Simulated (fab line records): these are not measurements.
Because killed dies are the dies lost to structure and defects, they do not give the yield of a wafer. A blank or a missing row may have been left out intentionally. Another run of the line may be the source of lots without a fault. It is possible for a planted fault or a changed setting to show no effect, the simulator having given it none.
fab line records + flow nand_harc
record:
- lots: 5
- wafers: 15
- last_day: 33
route steps=1302 shown P_STI@91 P_GATE@110 END@1302
lots that met no fault: taken from a fault-free run of the same line
start_h: hours from the record's opening day to when the first of the lot's shown wafers began + wait_h: hours from the lot's prior step to this one + " unchanged from the row above + L1.1+2: one row covering several wafers at once + - value missing, or start not given + * or withheld: withheld + < > ~ a bound
route shown NAME@n: NAME is a module with steps in the file, n the number in the route of the first one + usual: mean/standard deviation of fault-free wafers + same: alike in all rows + chamber/n: place in a boat + sites: each site's reading + _std_site: the values' standard deviation + _edge_site: mean of outer sites minus mean of inner sites + radius_mm: for every site, how far away it sits from the centre of the wafer + mask NAME#n: copy n + behind: the most recent tool/chamber to have shaped the wafer + hold: cause of the lot's hold/its duration in hours/its outcome + device: the n, p or np transistor that did not switch + end of line: the same wafers' tests at the end of the route + a step without rows: its recipe alone + killed: dies that structure and defects cost at the first sort, which is not the same as the wafer's yield + map: shows each die of a wafer: x if killed, . if not, _ if none is there
set.NAME: the setting as run; set.NAME@STEP: as run at that earlier step + model.NAME: the simulator's own value behind a step, which no gauge read
certain route steps with their lots: each step a table, each wafer a row
services: the hour from which a tool's chamber was out of use, counted from the record's first day as start_h (under 0 if before that day), plus the number of hours and why
== steps ==
step: NHARC_P_STI_CD_MEAS_16
usual:
- cd_nm: 200/3.4
| lot.wafer | tool      | chamber | start_h | wait_h | cd_nm |
|-----------|-----------|---------|---------|--------|-------|
| L999.2    | cd_sem-01 | -       | 47.51   | -      | 198   |
| L999.3    | "         | -       | "       | "      | 199   |
| L999.4    | "         | -       | "       | "      | 198   |
| L100.3    | cd_sem-02 | -       | 56.35   | -      | 198   |
| L100.4    | "         | -       | "       | "      | 199   |
| L100.5    | "         | -       | "       | "      | 197   |
| L106.3    | cd_sem-01 | -       | 115.82  | -      | 198   |
| L106.4    | "         | -       | "       | "      | 203   |
| L106.5    | "         | -       | "       | "      | 203   |
| L119.2    | cd_sem-02 | -       | 246.02  | -      | 198   |
| L119.3    | "         | -       | "       | "      | 203   |
| L119.6    | "         | -       | "       | "      | 197   |
| L121.1    | cd_sem-03 | -       | 264.58  | -      | 201   |
| L121.3    | "         | -       | "       | "      | 201   |
| L121.5    | "         | -       | "       | "      | 201   |
step: NHARC_P_STI_OCD_MEAS_17
usual:
- trench_depth_nm: 300/6.1
- trench_foot_cd_nm: 158/3.4
| lot.wafer | tool   | chamber | start_h | wait_h | trench_depth_nm | trench_foot_cd_nm |
|-----------|--------|---------|---------|--------|-----------------|-------------------|
| L999.2    | ocd-02 | -       | 47.59   | 0.1    | 298             | 156               |
| L999.3    | "      | -       | "       | "      | 296             | 158               |
| L999.4    | "      | -       | "       | "      | 300             | 158               |
| L100.3    | ocd-02 | -       | 56.43   | 0.1    | 297             | 155               |
| L100.4    | "      | -       | "       | "      | 288             | 157               |
| L100.5    | "      | -       | "       | "      | 293             | 157               |
| L106.3    | ocd-01 | -       | 115.91  | 0.1    | 295             | 158               |
| L106.4    | "      | -       | "       | "      | 296             | 163               |
| L106.5    | "      | -       | "       | "      | 296             | 160               |
| L119.2    | ocd-01 | -       | 246.11  | 0.1    | 297             | 158               |
| L119.3    | "      | -       | "       | "      | 292             | 163               |
| L119.6    | "      | -       | "       | "      | 296             | 155               |
| L121.1    | ocd-01 | -       | 264.67  | 0.1    | 298             | 162               |
| L121.3    | "      | -       | "       | "      | 298             | 160               |
| L121.5    | "      | -       | "       | "      | 306             | 159               |
step: NHARC_P_STI_STRIP_19
recipe:
- time_s: 900
- temp_c: 130
- chemistry: SPM
step: NHARC_P_STI_PRECLEAN_32
recipe:
- time_s: *
- temp_c: 50
- bath_age_min: 0
- chemistry: SC1
step: NHARC_P_STI_SRD_23
step: NHARC_P_STI_OCD_MEAS_43
usual:
- trench_depth_nm: 300/6.2
- trench_foot_cd_nm: 158/3.3
| lot.wafer | tool   | chamber | start_h | wait_h | trench_depth_nm | trench_foot_cd_nm |
|-----------|--------|---------|---------|--------|-----------------|-------------------|
| L999.2    | ocd-01 | -       | 48.10   | -      | 298             | 156               |
| L999.3    | "      | -       | "       | "      | 296             | 158               |
| L999.4    | "      | -       | "       | "      | 301             | 158               |
| L100.3    | ocd-01 | -       | 56.94   | -      | 297             | 155               |
| L100.4    | "      | -       | "       | "      | 288             | 158               |
| L100.5    | "      | -       | "       | "      | 293             | 157               |
| L106.3    | ocd-02 | -       | 116.42  | -      | 296             | 158               |
| L106.4    | "      | -       | "       | "      | 296             | 164               |
| L106.5    | "      | -       | "       | "      | 296             | 161               |
| L119.2    | ocd-02 | -       | 246.61  | -      | 297             | 157               |
| L119.3    | "      | -       | "       | "      | 292             | 163               |
| L119.6    | "      | -       | "       | "      | 296             | 156               |
| L121.1    | ocd-02 | -       | 265.17  | -      | 298             | 162               |
| L121.3    | "      | -       | "       | "      | 298             | 159               |
| L121.5    | "      | -       | "       | "      | 307             | 160               |
step: NHARC_P_STI_OXIDE_33
recipe:
- target_thk_a: 100
- temp_c: 1000
- ox_time_s: 281
- material: SiO2
step: NHARC_P_STI_HDPCVD_20
recipe:
- target_thk_a: withheld
- sigma_open_frac: withheld
- material: SiO2
step: NHARC_P_STI_ANNEAL_34
recipe:
- temp_c: 1000
- time_s: 1800
step: NHARC_P_STI_CMP_21
recipe:
- t_overpolish_s: 20
- target_thk_nm: 380.67
usual:
- motor_current_A: 12.0/1.2
- overpolish_run_s: 19.999/0.01
- retaining_ring_pressure_frac: 1.000/0.0047
| lot.wafer | tool   | chamber | start_h | wait_h | motor_current_A | overpolish_run_s | retaining_ring_pressure_frac |
|-----------|--------|---------|---------|--------|-----------------|------------------|------------------------------|
| L999.2    | cmp-02 | 1       | 66.15   | 0.4    | 15.2            | 19.998           | 1.008                        |
| L999.3    | "      | 2       | "       | "      | 14.2            | 19.994           | 0.998                        |
| L999.4    | "      | 3       | "       | "      | 12.7            | 20.003           | 0.999                        |
| L100.3    | cmp-01 | 3       | 74.33   | 0.4    | 12.3            | 19.996           | 0.999                        |
| L100.4    | "      | 1       | "       | "      | 11.5            | 19.990           | 0.997                        |
| L100.5    | "      | 0       | "       | "      | 10.6            | 20.008           | 1.005                        |
| L106.4    | cmp-02 | 0       | 136.97  | 0.4    | 10.9            | 19.994           | 1.003                        |
| L106.3    | "      | 1       | "       | "      | 13.9            | 20.006           | 1.004                        |
| L106.5    | "      | 3       | "       | "      | 12.7            | 20.002           | 0.998                        |
| L119.2    | cmp-01 | 1       | 264.26  | 0.4    | 11.6            | 19.981           | 1.003                        |
| L119.3    | "      | 2       | "       | "      | 11.4            | 20.005           | 0.999                        |
| L119.6    | "      | 3       | "       | "      | 12.8            | 19.999           | 1.000                        |
| L121.3    | cmp-01 | 0       | 286.38  | 0.4    | 11.3            | 20.014           | 0.996                        |
| L121.1    | "      | 2       | "       | "      | 11.3            | 19.992           | 1.005                        |
| L121.5    | "      | 1       | "       | "      | 12.0            | 20.001           | 1.001                        |
step: NHARC_P_STI_SRD_35
step: NHARC_P_STI_ETCH_36
recipe:
- target_depth_a: 388
- chemistry: dHF
- material: SiO2
| lot.wafer  | tool         | chamber | start_h | wait_h |
|------------|--------------|---------|---------|--------|
| L999.2+3+4 | wet_bench-06 | 2,4,5   | 66.45   | 0.0    |
| L100.3+5+4 | wet_bench-01 | 3,5,7   | 74.65   | 0.0    |
| L106.3+5+4 | wet_bench-06 | 3,4,6   | 137.27  | 0.0    |
| L119.2+6+3 | wet_bench-02 | 1,3,5   | 264.55  | 0.0    |
| L121.5+1+3 | wet_bench-01 | 4,5,0   | 286.71  | 0.0    |
step: NHARC_P_STI_STRIP_24
recipe:
- temp_c: 160
- chemistry: H3PO4
- material: Si3N4
step: NHARC_P_STI_ETCH_37
recipe:
- target_depth_a: 110
- chemistry: dHF
- material: SiO2
step: NHARC_P_STI_PRECLEAN_38
recipe:
- time_s: *
- temp_c: 50
- bath_age_min: 0
- chemistry: SC1
step: NHARC_P_STI_SRD_39
step: NHARC_P_STI_OXIDE_40
recipe:
- target_thk_a: 100
- temp_c: 900
- ox_time_s: 1362
- material: SiO2
step: NHARC_P_STI_INSPECT_25
usual:
- raw_defect_count: 207/75
| lot.wafer | tool              | chamber | start_h | wait_h | raw_defect_count |
|-----------|-------------------|---------|---------|--------|------------------|
| L999.2    | defect_inspect-02 | -       | 74.54   | 0.4    | 232              |
| L999.3    | "                 | -       | "       | "      | 288              |
| L999.4    | "                 | -       | "       | "      | 186              |
| L100.3    | defect_inspect-02 | -       | 82.61   | 0.4    | 125              |
| L100.4    | "                 | -       | "       | "      | 205              |
| L100.5    | "                 | -       | "       | "      | 194              |
| L106.3    | defect_inspect-01 | -       | 148.17  | 0.4    | 286              |
| L106.4    | "                 | -       | "       | "      | 389              |
| L106.5    | "                 | -       | "       | "      | 1127             |
| L119.2    | defect_inspect-02 | -       | 273.77  | 0.4    | 277              |
| L119.3    | "                 | -       | "       | "      | 274              |
| L119.6    | "                 | -       | "       | "      | 223              |
| L121.1    | defect_inspect-02 | -       | 296.87  | 0.4    | 151              |
| L121.3    | "                 | -       | "       | "      | 106              |
| L121.5    | "                 | -       | "       | "      | 258              |
step: NHARC_P_GATE_ETCH_69
recipe:
- target_depth_a: 140
- chemistry: dHF
- material: SiO2
step: NHARC_P_GATE_PRECLEAN_70
recipe:
- time_s: *
- temp_c: 50
- bath_age_min: 0
- chemistry: SC1
step: NHARC_P_GATE_SRD_01
step: NHARC_P_GATE_OXIDE_02
recipe:
- target_thk_a: 375
- temp_c: 950
- p_h2o_torr: 720
- ox_time_s: 365
- material: SiO2
step: NHARC_P_GATE_DEHYDRATE_03
recipe:
- temp_c: 150
- time_s: 120
step: NHARC_P_GATE_HMDS_04
recipe:
- time_s: 30
step: NHARC_P_GATE_COAT_05
recipe:
- spin_rpm: 4690
step: NHARC_P_GATE_SOFTBAKE_06
recipe:
- temp_c: 122
- time_s: 95
step: NHARC_P_GATE_EBR_07
step: NHARC_P_GATE_EXPOSE_08
recipe:
- na: 0.6
- dose_mj: 16.75
- mask_id: P_HV
step: NHARC_P_GATE_PEB_09
recipe:
- peb_temp_c: 118
- peb_time_s: 85
step: NHARC_P_GATE_DEVELOP_10
recipe:
- time_s: 70
step: NHARC_P_GATE_CD_MEAS_11
recipe:
- target_cd_nm: 1640
- landing_energy_ev: 500
usual:
- cd_nm: 1639.0/2.5
| lot.wafer | tool      | chamber | start_h | wait_h | cd_nm  |
|-----------|-----------|---------|---------|--------|--------|
| L999.2    | cd_sem-03 | 0       | 83.24   | -      | 1636.4 |
| L999.3    | "         | 0       | "       | "      | 1639.7 |
| L999.4    | "         | 0       | "       | "      | 1638.0 |
| L100.3    | cd_sem-02 | 0       | 91.05   | -      | 1638.3 |
| L100.4    | "         | 0       | "       | "      | 1636.7 |
| L100.5    | "         | 0       | "       | "      | 1637.3 |
| L106.3    | cd_sem-01 | 0       | 156.65  | -      | 1644.1 |
| L106.4    | "         | 0       | "       | "      | 1638.8 |
| L106.5    | "         | 0       | "       | "      | 1636.3 |
| L119.2    | cd_sem-03 | 0       | 283.76  | -      | 1634.5 |
| L119.3    | "         | 0       | "       | "      | 1636.7 |
| L119.6    | "         | 0       | "       | "      | 1636.8 |
| L121.1    | cd_sem-01 | 0       | 306.14  | -      | 1639.1 |
| L121.3    | "         | 0       | "       | "      | 1638.2 |
| L121.5    | "         | 0       | "       | "      | 1640.6 |
step: NHARC_P_GATE_HARDBAKE_12
recipe:
- temp_c: 125
- time_s: 80
step: NHARC_P_GATE_DESCUM_13
recipe:
- time_s: 3
- o2_flow_sccm: 200
- ar_flow_sccm: 0
- bias_power_w: 0
- chemistry: O2
usual:
- drypump_motor_current_A: 5.9/0.6
- mfc_ar_sccm: 0.006/0.0067
- oes_product_au: 0.997/0.015
- rf_vpp_V: 57.7/0.94
- showerhead_plenum_p_Torr: 1.89/0.081
- throttle_valve_pct: 11.311/0.0091
| lot.wafer | tool        | chamber | start_h | wait_h | drypump_motor_current_A | mfc_ar_sccm | oes_product_au | rf_hours_counter_h | rf_vpp_V | showerhead_plenum_p_Torr | throttle_valve_pct |
|-----------|-------------|---------|---------|--------|-------------------------|-------------|----------------|--------------------|----------|--------------------------|--------------------|
| L999.2    | rie_diel-09 | 0       | 83.40   | -      | 5.7                     | 0           | 0.980          | 3.9                | 54.8     | 1.85                     | 11.314             |
| L999.4    | "           | 1       | "       | "      | 5.8                     | 0.017       | 0.988          | 4.1                | 56.9     | 1.78                     | 11.312             |
| L999.3    | "           | 3       | "       | "      | 6.8                     | 0.013       | 0.994          | 3.6                | 58.6     | 1.95                     | 11.314             |
| L100.3    | rie_diel-02 | 3       | 91.23   | -      | 5.9                     | 0           | 0.984          | 1.9                | 57.9     | 2.01                     | 11.311             |
| L100.4    | "           | 0       | "       | "      | 5.3                     | 0.008       | 0.985          | 1.5                | 59.7     | 2.01                     | 11.311             |
| L100.5    | "           | 2       | "       | "      | 6.6                     | 0.012       | 0.977          | -                  | 56.8     | 1.90                     | 11.316             |
| L106.3    | rie_diel-02 | 3       | 156.82  | -      | 6.0                     | 0           | 0.992          | 5.2                | 58.0     | 2.01                     | 11.323             |
| L106.4    | "           | 1       | "       | "      | 6.7                     | 0           | 1.016          | 4.9                | 57.6     | 1.78                     | 11.318             |
| L106.5    | "           | 2       | "       | "      | 6.6                     | 0.012       | 0.975          | -                  | 58.4     | 1.90                     | 11.332             |
| L119.2    | rie_diel-09 | 2       | 283.93  | -      | 5.0                     | 0           | 0.995          | 9.1                | 56.4     | 1.86                     | 11.321             |
| L119.3    | "           | 3       | "       | "      | 6.8                     | 0.013       | 1.002          | 8.5                | 57.6     | 1.95                     | 11.325             |
| L119.6    | "           | 2       | "       | "      | 5.0                     | 0           | 0.998          | -                  | 57.2     | 1.86                     | 11.314             |
| L121.1    | rie_diel-02 | 2       | 306.30  | -      | 6.6                     | 0.012       | 0.974          | 2.5                | 56.1     | 1.89                     | 11.306             |
| L121.3    | "           | 3       | "       | "      | 5.9                     | 0           | 1.005          | 3.2                | 59.9     | 2.01                     | 11.301             |
| L121.5    | "           | 3       | "       | "      | 5.9                     | 0           | 0.997          | -                  | 58.2     | 2.01                     | 11.297             |
step: NHARC_P_GATE_ETCH_14
recipe:
- target_depth_a: 488
- chemistry: dHF
- material: SiO2
step: NHARC_P_GATE_STRIP_15
recipe:
- time_s: 780
- temp_c: 130
- chemistry: SPM
step: NHARC_P_GATE_PRECLEAN_71
recipe:
- time_s: *
- temp_c: 50
- bath_age_min: 0
- chemistry: SC1
step: NHARC_P_GATE_SRD_72
step: NHARC_P_GATE_OXIDE_16
recipe:
- target_thk_a: 30
- temp_c: 875
- ox_time_s: 392
- material: SiO2
step: NHARC_P_GATE_CVD_17
recipe:
- target_thk_a: 1500
- temp_c: 620
- time_s: 900
- material: poly-Si
step: NHARC_P_GATE_HM_DEP_102
recipe:
- target_thk_a: 1200
- temp_c: 400
- material: aC
usual:
- throttle_valve_pct: 34.999/0.0098
| lot.wafer | tool       | chamber | start_h | wait_h | throttle_valve_pct |
|-----------|------------|---------|---------|--------|--------------------|
| L999.2    | acl_dep-03 | 0       | 99.06   | 2.0    | 34.992             |
| L999.3    | "          | 0       | "       | "      | 35.007             |
| L999.4    | "          | 0       | "       | "      | 34.990             |
| L100.3    | acl_dep-03 | 0       | 105.02  | 1.9    | 35.008             |
| L100.4    | "          | 0       | "       | "      | 34.997             |
| L100.5    | "          | 0       | "       | "      | 34.988             |
| L106.3    | acl_dep-02 | 0       | 169.50  | 0.6    | 34.987             |
| L106.4    | "          | 0       | "       | "      | 35.004             |
| L106.5    | "          | 0       | "       | "      | 34.992             |
| L119.2    | acl_dep-02 | 0       | 299.16  | 1.4    | 35.016             |
| L119.3    | "          | 0       | "       | "      | 34.998             |
| L119.6    | "          | 0       | "       | "      | 34.994             |
| L121.1    | acl_dep-03 | 0       | 320.93  | 1.8    | 34.988             |
| L121.3    | "          | 0       | "       | "      | 34.999             |
| L121.5    | "          | 0       | "       | "      | 34.991             |
step: NHARC_P_GATE_DEP_103
recipe:
- target_thk_a: 300
- target_thk_nm: 30
- temp_c: 400
- flow_sccm: 200
- rf_w: 350
- material: SiON
usual:
- heater_power_outer_w: 483/73
- heater_power_w: 783/120
| lot.wafer | tool     | chamber | start_h | wait_h | heater_power_outer_w | heater_power_w |
|-----------|----------|---------|---------|--------|----------------------|----------------|
| L999.2    | pecvd-01 | 0       | 99.61   | 0.4    | 406                  | 670            |
| L999.3    | "        | 2       | "       | "      | 490                  | 816            |
| L999.4    | "        | 1       | "       | "      | 578                  | 936            |
| L100.3    | pecvd-04 | 0       | 105.47  | 0.3    | 589                  | 884            |
| L100.4    | "        | 0       | "       | "      | 582                  | 904            |
| L100.5    | "        | 2       | "       | "      | 405                  | 733            |
| L106.3    | pecvd-01 | 1       | 170.03  | 0.4    | 527                  | 908            |
| L106.4    | "        | 0       | "       | "      | 337                  | 549            |
| L106.5    | "        | 1       | "       | "      | 526                  | 898            |
| L119.2    | pecvd-03 | 2       | 299.71  | 0.4    | 528                  | 878            |
| L119.3    | "        | 0       | "       | "      | 478                  | 788            |
| L119.6    | "        | 0       | "       | "      | 487                  | 783            |
| L121.3    | pecvd-04 | 1       | 321.90  | 0.6    | 412                  | 624            |
| L121.1    | "        | 2       | "       | "      | 367                  | 678            |
| L121.5    | "        | 1       | "       | "      | 401                  | 649            |
step: NHARC_P_GATE_INSPECT_28
usual:
- raw_defect_count: 6.2/3
| lot.wafer | tool              | chamber | start_h | wait_h | raw_defect_count |
|-----------|-------------------|---------|---------|--------|------------------|
| L999.2    | defect_inspect-02 | -       | 100.30  | 0.0    | 3                |
| L999.3    | "                 | -       | "       | "      | 15               |
| L999.4    | "                 | -       | "       | "      | 11               |
| L100.3    | defect_inspect-01 | -       | 106.28  | 0.0    | 8                |
| L100.4    | "                 | -       | "       | "      | 8                |
| L100.5    | "                 | -       | "       | "      | 7                |
| L106.3    | defect_inspect-02 | -       | 170.78  | 0.0    | 4                |
| L106.4    | "                 | -       | "       | "      | 4                |
| L106.5    | "                 | -       | "       | "      | 962              |
| L119.2    | defect_inspect-02 | -       | 300.52  | 0.0    | 11               |
| L119.3    | "                 | -       | "       | "      | 4                |
| L119.6    | "                 | -       | "       | "      | 10               |
| L121.1    | defect_inspect-02 | -       | 322.70  | 0.0    | 8                |
| L121.3    | "                 | -       | "       | "      | 11               |
| L121.5    | "                 | -       | "       | "      | 8                |
step: NHARC_END_SORT_01
recipe:
- temp_c: 25
usual:
- killed_at_array: 57/21
- killed_at_other: 0.9/1.2
- killed_at_periphery: 4.2/2.9
- killed_dies: 62/21
- killed_open: 3.2/1.8
- killed_short: 2.4/1.5
same:
- gross_dies: 677
| lot.wafer | tool      | chamber | start_h | wait_h | killed_at_array | killed_at_other | killed_at_periphery | killed_dies | killed_open | killed_short |
|-----------|-----------|---------|---------|--------|-----------------|-----------------|---------------------|-------------|-------------|--------------|
| L106.5    | prober-01 | 0       | 650.65  | 3.8    | 75              | 0               | 81                  | 156         | 0           | 3            |
killed by level:class
L106.5 P_STI:unspecified=79 A_CHANNEL_HOLE_D2:chamber_film_flake=33 A_SLIT:chamber_film_flake=24 A_CHANNEL_HOLE_D1:chamber_film_flake=11 P_STI:chamber_film_flake=2 A_ONON_D1:geometric_particle:short=1 A_CHANNEL_HOLE_D2:geometric_particle:short=1 A_M1:geometric_particle:short=1
map L106.5 (x killed, . not)
____________.____________
_________......._________
_______x.........._______
______xxx..........______
_____xxxxx..x......._____
____xxxxx............____
____.xxx.......xx....____
___..xx...............___
___...x.x...xxxx......___
__..x....xx.xxx.x......__
__..x.......xxx.xx.....__
_............xxx.x......_
_..........x..xx........_
_............xxxx......._
_..........xxx.x........_
_................xx.x..._
...........x.............
.....x...................
..........x..............
.........................
.....x...................
_..x...................._
_.xx.x.................._
_x.x...................._
_....x...x.............._
_x...x.......x.........._
__.......xx.x.x.......x__
__..x...xxxxxxx........__
___....xxxxxxxx.......___
___....xxxxxxxx.......___
____x.xxxxxxxxxxx....____
____....xxxxxxxx.....____
_____..xxxxxxxxx...._____
______.xxxxxxxxx...______
_______xxxxxxxx..._______
_________xxxxxx._________
____________x____________
map L999.3 (x killed, . not)
____________.____________
_________......._________
_______x.........._______
______x............______
_____xxxx..........._____
____xxx..............____
____.x.x.............____
___x.x.x..............___
___....x..............___
__..x..................__
__.....xx..............__
_............x.........._
_......................._
_.........xx........x..x_
_..............x........_
_..............xx.x....x_
x..............x.........
..........x..............
............xx...........
.........................
........................x
_........x........x....._
_......................._
_..x....xxxxx.........x._
_........xx............._
_.....x.xxxxx....x......_
__......xxx.x..........__
__.....xxxxx...........__
___....x.xx..x........___
___.......xx......x...___
____.....xx..........____
____............x.x..____
_____.........x....x_____
______.......x....x______
_______..........._______
_________......._________
____________.____________
== services ==
| tool         | chamber | start_h | hours | kind   |
|--------------|---------|---------|-------|--------|
| cmp-01       | -       | 43.27   | 4.0   | pm     |
| rie_diel-02  | 2       | 44.88   | 4.7   | repair |
| pecvd-04     | -       | 58.25   | 1.0   | repair |
| acl_dep-02   | -       | 67.63   | 13.0  | pm     |
| cmp-02       | -       | 71.40   | 0.6   | repair |
| pecvd-04     | -       | 76.16   | 2.6   | repair |
| cmp-01       | -       | 76.45   | 6.7   | repair |
| cmp-02       | -       | 77.37   | 0.7   | repair |
| pecvd-04     | -       | 88.00   | 13.0  | pm     |
| wet_bench-01 | -       | 101.66  | 8.0   | pm     |
| pecvd-01     | 1       | 117.61  | 10.9  | repair |
| rie_diel-09  | 3       | 118.43  | 15.8  | repair |
| acl_dep-03   | -       | 119.10  | 13.0  | pm     |
| pecvd-01     | -       | 130.00  | 13.0  | pm     |
| wet_bench-06 | -       | 132.92  | 1.2   | repair |
| cmp-02       | -       | 139.07  | 4.0   | pm     |
| cmp-01       | -       | 141.27  | 4.0   | pm     |
| cmp-01       | -       | 216.32  | 1.0   | repair |
| rie_diel-02  | -       | 216.70  | 9.0   | pm     |
| cmp-01       | -       | 221.07  | 0.8   | repair |
| cmp-01       | -       | 239.27  | 4.0   | pm     |
| cmp-01       | -       | 257.13  | 5.9   | repair |
| cmp-01       | -       | 299.47  | 3.4   | repair |
| acl_dep-03   | -       | 300.94  | 13.0  | pm     |
== key ==
first_sign:
- step: NHARC_P_STI_INSPECT_25
- reading: raw_defect_count
- direction: up
- sigmas: 12
- usual: 207
- struck: 1127
effect:
- step: NHARC_P_GATE_INSPECT_28
- reading: raw_defect_count
- direction: up
- sigmas: 99+
- usual: 6.2
- struck: 962
effect:
- step: NHARC_END_SORT_01
- reading: killed_at_periphery
- direction: up
- sigmas: 26
- usual: 4.2
- struck: 81
more_kills_born_at:
- NHARC_P_STI_ETCH_36@wet_bench-06: 79
met_at NHARC_P_STI_ETCH_36
struck_wafers L106.5
tester_left_out L106
onset_between 66.45 137.27
fault:
- kind: chamber_particle_source
- tool: wet_bench-06
- chamber: 4
- onset_h: 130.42
- steps: NHARC_P_STI_ETCH_36
- rate_per_visit_cm2: 1.5096
- end_h: 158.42
tester_left_out: of these lots the tester's yield and bins aren't shown, on N5 and GAA mostly nor the transistor test; their killed dies are dies lost to structure and defects alone, not to doping, threshold or leakage, so they don't give the yield
